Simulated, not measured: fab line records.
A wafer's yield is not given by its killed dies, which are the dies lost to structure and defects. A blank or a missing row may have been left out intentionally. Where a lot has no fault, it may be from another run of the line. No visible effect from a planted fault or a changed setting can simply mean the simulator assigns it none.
Which tool is to blame? | flow n5-finfet | 10 lots, 29 wafers sampled, at 4 steps of a route of 1938

WHAT EACH GAUGE READ, for each wafer
N5_FIN_SAQP_THK_MEAS_05.
lot  | measured    | on            | thk-nm (nm)
L151 | day 2 09:02 | film-metro-01 | 37.4 38.3 37.9
L153 | day 2 20:49 | film-metro-01 | 37.5 38.0 38.3
L154 | day 3 02:56 | film-metro-02 | 37.6 38.5 38.6
L155 | day 3 09:01 | film-metro-02 | 37.5 37.6 38.3
L156 | day 3 15:43 | film-metro-02 | 37.8 38.4 38.4
L163 | day 5 08:53 | film-metro-02 | 36.6 38.8
L167 | day 6 09:08 | film-metro-02 | 38.1 38.8 38.6
L168 | day 6 15:08 | film-metro-01 | 38.5 38.7 39.0
L169 | day 6 21:13 | film-metro-01 | 37.8 38.0 38.1
L171 | day 7 09:16 | film-metro-01 | 39.1 38.9 39.1

TOOL THAT RAN EACH LOT (tool first, then ch and the chambers of the sampled wafers, then the start)
lot  | N5_PMOS_HMC_CHANNEL_EPI_ETCH_32   | N5_PMOS_HMC_CHANNEL_EPI_FIN_RECESS_16 | N5_FIN_SAQP_HM_DEP_03
L151 | rie-diel-02 ch 1,2, day 2 05:32   | rie-si-06 ch 0,1,3, day 2 05:58       | pecvd-01 ch 0,1, day 2 08:57
L153 | rie-diel-04 ch 1,2,3, day 2 17:23 | rie-si-06 ch 0,1,2, day 2 17:48       | pecvd-04 ch 0,1,2, day 2 20:43
L154 | rie-diel-02 ch 0,1,3, day 2 23:37 | rie-si-06 ch 0,1,3, day 3 00:02       | pecvd-02 ch 0,1,2, day 3 02:51
L155 | rie-diel-04 ch 0,1,2, day 3 05:28 | rie-si-02 ch 0,1,3, day 3 05:53       | pecvd-01 ch 0,2, day 3 08:55
L156 | rie-diel-04 ch 0,1,2, day 3 11:28 | rie-si-05 ch 1,2,3, day 3 12:08       | pecvd-01 ch 0,1,2, day 3 15:40
L163 | rie-diel-06 ch 1,2, day 5 05:24   | rie-si-02 ch 1, day 5 05:49           | pecvd-01 ch 2, day 5 08:48
L167 | rie-diel-04 ch 0,2,3, day 6 05:47 | rie-si-06 ch 0,1, day 6 06:12         | pecvd-02 ch 0,1, day 6 09:02
L168 | rie-diel-06 ch 0,1,2, day 6 11:33 | rie-si-06 ch 0,3, day 6 11:59         | pecvd-02 ch 1,2, day 6 15:03
L169 | rie-diel-04 ch 2,3, day 6 17:28   | rie-si-06 ch 1,2,3, day 6 17:55       | pecvd-02 ch 1,2, day 6 21:08
L171 | rie-diel-06 ch 1,2, day 7 05:52   | rie-si-06 ch 2,3, day 7 06:18         | pecvd-04 ch 0,1,2, day 7 09:12
- N5_PMOS_HMC_CHANNEL_EPI_ETCH_32: etches BARC in N2/H2, stops on SiO2, target depth 85.8 nm, time 50.3 s.
- N5_PMOS_HMC_CHANNEL_EPI_FIN_RECESS_16: chemistry HBr/Cl2, target Si, target depth 54 nm, time 18 s.
- N5_FIN_SAQP_HM_DEP_03: deposits SiNx from SiH4/NH3/N2, target thk 38 nm, time 33.6 s.

THE ANSWER, worked out from the rows above alone
Rule: what is usual is taken from the lots themselves. The widest of any qualifying gaps counts: lots, ordered by their means at a reading, are off when they make up no more than a third of the lots, leave a main group of 4 or more, and stand apart from it by 3 or more times the standard deviation of that group's means. Not used: any main group whose means are identical at the precision the tables above print for the reading. A lot without any number at a reading at which 4 lots or more have one is off too. All remaining lots with rows at the step are treated as sound.
None of the lots is off at any reading shown; this tells nothing.

WHAT HAD BEEN PUT IN BY THE SIMULATOR
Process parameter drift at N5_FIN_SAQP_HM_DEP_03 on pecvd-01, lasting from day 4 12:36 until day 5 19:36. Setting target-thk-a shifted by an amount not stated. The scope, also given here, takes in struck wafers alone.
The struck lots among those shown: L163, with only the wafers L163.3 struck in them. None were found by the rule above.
